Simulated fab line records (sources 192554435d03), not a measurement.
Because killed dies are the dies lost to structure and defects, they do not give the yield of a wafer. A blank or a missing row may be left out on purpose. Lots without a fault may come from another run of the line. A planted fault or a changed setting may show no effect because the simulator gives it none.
Matching of chambers	flow n5Finfet	N5_MOL_CONTACT_COAG_CMP_28 on cmp-04 has 4 sister chambers
The step polishes, stops on SiNx, t overpolish 0.85 s, target thk 14.522 nm. 8 wafers are shown with their chamber, then 7 later ones without.

## EACH WAFER AND ITS CHAMBER
wafer	chamber	motorCurrentA (A)	timeToEndpointS (s)
L076.1	3	12.2	0.0
L084.1	3	12.7	0.0
L086.4	0	12.5	3.7
L087.1	2	11.8	3.2
L087.3	1	9.4	5.4
L087.5	2	11.3	2.4
L090.1	1	9.8	5.2
L090.3	0	11.5	4.7

## WAFERS WITHOUT THEIR CHAMBER
wafer	motorCurrentA (A)	timeToEndpointS (s)
L090.6	12.0	3.6
L091.1	12.7	5.5
L091.2	10.0	5.8
L091.4	12.0	0.0
L092.1	12.0	0.0
L092.2	9.4	4.2
L092.3	12.5	4.4

## EACH ONE'S CHAMBER
wafer	from the rows above	in truth
L090.6	can't be placed: 0 or 2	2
L091.1	0	0
L091.2	1	1
L091.4	3	3
L092.1	3	3
L092.2	1	1
L092.3	0	0
6 of 7 placed correctly. Unplaceable from these rows: 1, with the true chamber sitting among the candidates in 1. Wrongly placed: 0.
How it was worked out, from the rows above alone: a wafer's distance from a chamber is the root of the sum, over the readings, of the square of ((its reading less the chamber's mean) divided by the reading's scatter). If the next closest chamber is less than 2 further off than the closest, the wafer can't be placed; otherwise it belongs to the closest. For every chamber, the mean is computed from those of its wafers that are shown. The scatter: take each reading less its chamber's mean, square it, sum over the shown wafers, divide by the number of wafers less the number of chambers, and take the root.
